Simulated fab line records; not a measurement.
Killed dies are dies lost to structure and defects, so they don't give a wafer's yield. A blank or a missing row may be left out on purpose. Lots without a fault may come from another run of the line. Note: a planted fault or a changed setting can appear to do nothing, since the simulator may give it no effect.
Which tool is to blame? ; flow n5Finfet ; 9 lots with 24 wafers sampled at 7 steps, on a route of 1938 steps

== WHAT EACH GAUGE READ, for each wafer ==
N5_GATE_CUT_OVL_MEAS_14. Usual: GATE_CUT_OVL gives 0.4 nm (standard deviation 0.67).
lot;measured;on;GATE_CUT_OVL (nm);flag
L217;day 5 18:34;overlay-01;1.7 1.2 0.5;
L219;day 6 01:35;overlay-01;1.4 0.9 0.7;
L220;day 6 13:02;overlay-01;1.2 1.1 0.0;
L221;day 6 17:14;overlay-01;0.4 0.7 -0.2;
L224;day 8 01:16;overlay-01;0.4 -0.9;
L227;day 8 13:44;overlay-01;0.6 0.6;
L228;day 8 17:26;overlay-02;0.3 0.1 -0.1;
L233;day 9 16:50;overlay-01;1.3 0.7 1.4;
L236;day 10 10:24;overlay-02;0.0 0.5;

N5_BEOL_M4_RC_MEAS_101. Usual: DIBL_N 36.0 mV/V, standard deviation 2; DIBL_P 35.9 mV/V, standard deviation 2.5; IOFF_N 0.16 nA/um, standard deviation 0.038; IOFF_P 0.21 nA/um, standard deviation 0.04; ION_N 675 uA/um, standard deviation 14; ION_P 462 uA/um, standard deviation 9.4; SS_N 71.5 mV/dec, standard deviation 0.75; SS_P 73.2 mV/dec, standard deviation 0.74; VT_N 250 mV, standard deviation 3.9; VT_P -251 mV, standard deviation 3.2.
lot;measured;on;DIBL_N (mV/V);DIBL_P (mV/V);IOFF_N (nA/um);IOFF_P (nA/um);ION_N (uA/um);ION_P (uA/um);SS_N (mV/dec);SS_P (mV/dec);VT_N (mV);VT_P (mV);flag
L217;day 9 05:07;prober-01;37.3 32.4 38.7;37.2 31.9 39.4;0.17 0.11 0.20;0.19 0.14 0.25;664 654 670;446 445 459;72.3 70.8 71.8;73.7 72.6 74.5;251 256 246;-255 -257 -251;
L224;day 11 09:28;prober-02;33.3 36.6;33.2 37.3;0.11 0.16;0.15 0.19;661 656;450 446;71.0 72.3;72.3 74.1;254 253;-255 -255;
L227;day 12 04:47;prober-02;35.2 32.2;36.0 30.1;0.17 0.10;0.22 0.13;695 655;472 448;71.0 70.8;73.5 71.6;248 257;-248 -258;
L228;day 12 04:15;prober-01;38.6 38.6 35.6;39.3 39.2 36.2;0.22 0.21 0.17;0.24 0.26 0.20;685 683 696;466 472 474;72.4 72.2 71.3;73.3 73.0 72.3;248 248 248;-251 -248 -249;
L233;day 12 12:43;prober-01;36.8 31.9 35.9;37.8 32.6 36.6;0.16 0.09 0.15;0.21 0.15 0.20;685 660 676;465 463 468;71.4 70.5 71.2;73.6 71.4 72.9;250 258 251;-248 -256 -251;
L236;day 13 23:28;prober-01;38.3 39.1;37.2 37.9;0.19 0.21;0.21 0.22;689 679;465 454;72.3 73.5;74.2 73.3;249 246;-253 -250;

== EACH LOT AND THE TOOL THAT RAN IT (in order: tool; ch and the chambers of the sampled wafers; start) ==
lot;N5_GATE_CUT_SAC_CAP_01;N5_GATE_CUT_STRIP_41;N5_GATE_CUT_ETCH_19;N5_GATE_CUT_CUT_ETCH_53;N5_GATE_CUT_CUT_ETCH_54
L217;aldSin-04 ch 1,2, day 5 15:27;rieDiel-02 ch 0,3, day 5 19:21;rieDiel-02 ch 0,3, day 5 19:25;rieMetal-03 ch 0,1, day 5 19:31;rieMetal-03 ch 0,1, day 5 19:34
L219;aldSin-02 ch 1,2,3, day 5 22:29;rieDiel-01 ch 1,2,3, day 6 01:54;rieDiel-01 ch 1,2,3, day 6 01:58;rieMetal-02 ch 0,1, day 6 02:04;rieMetal-02 ch 0,1, day 6 02:08
L220;aldSin-04 ch 0,1, day 6 10:04;rieDiel-06 ch 0,1,2, day 6 13:29;rieDiel-06 ch 0,1,2, day 6 13:32;rieMetal-02 ch 0,1, day 6 13:39;rieMetal-02 ch 0,1, day 6 13:43
L221;aldSin-03 ch 1,2,3, day 6 14:15;rieDiel-06 ch 0,1,2, day 6 17:34;rieDiel-06 ch 0,1,2, day 6 17:37;rieMetal-03 ch 0,1, day 6 17:43;rieMetal-03 ch 0,1, day 6 17:47
L224;aldSin-04 ch 0,3, day 7 22:11;rieDiel-06 ch 0,1, day 8 01:37;rieDiel-06 ch 0,1, day 8 01:41;rieMetal-02 ch 0,1, day 8 01:47;rieMetal-02 ch 0,1, day 8 01:51
L227;aldSin-03 ch 1,2, day 8 11:50;rieDiel-06 ch 0,1, day 8 14:03;rieDiel-06 ch 0,1, day 8 14:08;rieMetal-01 ch 0,1, day 8 14:15;rieMetal-01 ch 0,1, day 8 14:19
L228;aldSin-03 ch 1,2,3, day 8 14:20;rieDiel-01 ch 0,3, day 8 17:44;rieDiel-01 ch 0,3, day 8 17:48;rieMetal-01 ch 0,1, day 8 17:56;rieMetal-01 ch 0,1, day 8 17:59
L233;aldSin-02 ch 0,1,2, day 9 13:41;rieDiel-06 ch 0,3, day 9 17:09;rieDiel-06 ch 0,3, day 9 17:13;rieMetal-03 ch 0, day 9 17:19;rieMetal-03 ch 0, day 9 17:23
L236;aldSin-03 ch 3, day 10 07:25;rieDiel-06 ch 2, day 10 10:43;rieDiel-06 ch 2, day 10 10:46;rieMetal-01 ch 0, day 10 10:53;rieMetal-01 ch 0, day 10 10:56
- N5_GATE_CUT_SAC_CAP_01: material SiNx, target thk 24 nm, pulse time 1 s, ald cycles 480.
- N5_GATE_CUT_STRIP_41: strips in CF4.
- N5_GATE_CUT_ETCH_19: etches SiNx in CH3F/O2, target depth 53.7 nm, time 76.7 s.
- N5_GATE_CUT_CUT_ETCH_53: etches W in SF6/Cl2, target depth 79.2 nm.
- N5_GATE_CUT_CUT_ETCH_54: etches TiN in Cl2/BCl3, target depth 96.7 nm.

== AS READ BY THE TOOLS THEMSELVES (means over the sampled wafers that have a number; for cases with no such wafer, the mark the record gives instead) ==
N5_GATE_CUT_SAC_CAP_01. Usual: heaterPowerW 849 W, standard deviation 90; precursorPulseHeightRel 1.000, standard deviation 0.02.
lot;tool;heaterPowerW (W);precursorPulseHeightRel;flag
L217;aldSin-04;819;1.003;
L219;aldSin-02;896;1.020;
L220;aldSin-04;753;1.003;
L221;aldSin-03;821;0.997;
L224;aldSin-04;820;0.989;
L227;aldSin-03;800;0.993;
L228;aldSin-03;824;1.010;
L233;aldSin-02;907;0.982;
L236;aldSin-03;852;0.989;

N5_GATE_CUT_STRIP_41. Usual: drypumpMotorCurrentA 5.5 A, standard deviation 0.37; oesProductAu 0.175 a.u., standard deviation 0.017; rfVppV 271.3 V, standard deviation 1.3; showerheadPlenumPTorr 1.80 Torr, standard deviation 0.044; throttleValvePct 13.71 %, standard deviation 0.28.
lot;tool;drypumpMotorCurrentA (A);oesProductAu (a.u.);rfVppV (V);showerheadPlenumPTorr (Torr);throttleValvePct (%);flag
L217;rieDiel-02;5.8;0.182;271.4;1.79;13.73;
L219;rieDiel-01;5.5;0.170;271.6;1.80;13.80;
L220;rieDiel-06;5.4;0.181;272.4;1.84;13.52;
L221;rieDiel-06;5.4;0.178;272.0;1.83;13.53;
L224;rieDiel-06;5.6;0.163;272.1;1.85;13.64;
L227;rieDiel-06;5.6;0.167;271.4;1.85;13.64;
L228;rieDiel-01;5.2;0.174;271.6;1.81;13.90;
L233;rieDiel-06;5.0;0.165;269.7;1.76;13.99;
L236;rieDiel-06;5.0;0.195;271.5;1.79;13.37;

N5_GATE_CUT_ETCH_19. Usual: CH3F_flow_sccm 29.99 sccm, standard deviation 0.09; O2_flow_sccm 20.00 sccm, standard deviation 0.064; biasW 73.01 W, standard deviation 0.19; drypumpMotorCurrentA 5.5 A, standard deviation 0.36; etchRfOnTimeS 76.7 s, standard deviation 1.6; oesProductAu 0.65 a.u., standard deviation 0.066; rfVppV 297 V, standard deviation 6.6; showerheadPlenumPTorr 2.01 Torr, standard deviation 0.051; throttleValvePct 16.48 %, standard deviation 0.27.
lot;tool;CH3F_flow_sccm (sccm);O2_flow_sccm (sccm);biasW (W);drypumpMotorCurrentA (A);etchRfOnTimeS (s);oesProductAu (a.u.);rfVppV (V);showerheadPlenumPTorr (Torr);throttleValvePct (%);flag
L217;rieDiel-02;30.03;19.98;72.95;5.8;77.7;0.67;290;1.99;16.47;
L219;rieDiel-01;-;-;-;-;-;-;-;-;-;OFF
L220;rieDiel-06;-;-;-;-;-;-;-;-;-;OFF
L221;rieDiel-06;-;-;-;-;-;-;-;-;-;OFF
L224;rieDiel-06;30.04;19.95;72.99;5.6;73.8;0.63;300;2.08;16.45;
L227;rieDiel-06;30.05;19.92;72.88;5.6;74.9;0.61;300;2.08;16.46;
L228;rieDiel-01;30.00;19.94;72.79;5.2;77.2;0.64;299;1.98;16.51;
L233;rieDiel-06;30.02;20.04;73.20;5.0;75.0;0.61;294;1.98;16.81;
L236;rieDiel-06;29.92;19.98;73.00;5.0;74.5;0.74;294;2.02;16.23;

N5_GATE_CUT_CUT_ETCH_53. Usual: SF6_flow_sccm 40.01 sccm, standard deviation 0.12; biasW 80.02 W, standard deviation 0.2; drypumpMotorCurrentA 5.6 A, standard deviation 0.55; etchRfOnTimeS 26.5 s, standard deviation 1.1; oesProductAu 0.71 a.u., standard deviation 0.12; throttleValvePct 28.88 %, standard deviation 0.29.
lot;tool;SF6_flow_sccm (sccm);biasW (W);drypumpMotorCurrentA (A);etchRfOnTimeS (s);oesProductAu (a.u.);throttleValvePct (%);flag
L217;rieMetal-03;40.19;79.87;5.7;25.6;0.71;28.62;
L219;rieMetal-02;39.99;80.04;5.3;34.3;0.29;27.55;OFF
L220;rieMetal-02;40.01;79.98;5.2;34.3;0.27;27.45;OFF
L221;rieMetal-03;40.02;79.96;5.6;34.3;0.25;27.33;OFF
L224;rieMetal-02;39.97;80.00;5.2;27.5;0.66;28.94;
L227;rieMetal-01;40.09;80.13;5.8;26.6;0.70;28.91;
L228;rieMetal-01;39.97;79.84;6.1;26.0;0.75;28.78;
L233;rieMetal-03;39.94;79.97;5.9;25.0;0.78;28.57;
L236;rieMetal-01;40.14;80.03;5.0;27.9;0.57;29.27;

N5_GATE_CUT_CUT_ETCH_54. Usual: bcl3FlowSccm 21.74 sccm, standard deviation 0.064; biasW 126.0 W, standard deviation 0.3; drypumpMotorCurrentA 5.6 A, standard deviation 0.55; etchRfOnTimeS 36.9 s, standard deviation 1.6; oesProductAu 0.71 a.u., standard deviation 0.12; throttleValvePct 22.2 %, standard deviation 0.33.
lot;tool;bcl3FlowSccm (sccm);biasW (W);drypumpMotorCurrentA (A);etchRfOnTimeS (s);oesProductAu (a.u.);throttleValvePct (%);flag
L217;rieMetal-03;21.78;125.7;5.7;35.9;0.71;21.9;
L219;rieMetal-02;21.72;126.2;5.3;47.9;0.29;22.7;OFF
L220;rieMetal-02;21.68;125.6;5.2;47.9;0.27;22.6;OFF
L221;rieMetal-03;21.75;125.9;5.6;47.9;0.26;22.7;OFF
L224;rieMetal-02;21.77;125.9;5.2;38.4;0.66;22.1;
L227;rieMetal-01;21.76;126.2;5.8;37.1;0.70;22.4;
L228;rieMetal-01;21.75;126.3;6.1;36.6;0.75;22.2;
L233;rieMetal-03;21.78;126.1;5.9;34.9;0.78;21.7;
L236;rieMetal-01;21.77;126.2;5.0;39.3;0.56;22.7;

== THE ANSWER, worked out from the rows above alone ==
Rule: lot off if the mean of its wafers having a number is beyond 3 standard deviations from the usual mean. A lot without any number at a reading at which 4 lots or more have one is off too. Any other lot the step has rows for is counted as sound. After the gauges, taken in route order, come the tools' own readings; for these a lot's mean is taken, as printed above. At the first step where some lot is off, the reading lying furthest off is the one used; lots without a number count as furthest.
Off: L219, L220, L221, at N5_GATE_CUT_ETCH_19 (CH3F_flow_sccm). Without a number there: L219, L220, L221.
If a tool, at that step or one of the process steps before it, ran each lot that is off and ran no sound lot following the first of them, it fits. Not one of the candidates tried fits.

== WHAT THE SIMULATOR HAD INSERTED ==
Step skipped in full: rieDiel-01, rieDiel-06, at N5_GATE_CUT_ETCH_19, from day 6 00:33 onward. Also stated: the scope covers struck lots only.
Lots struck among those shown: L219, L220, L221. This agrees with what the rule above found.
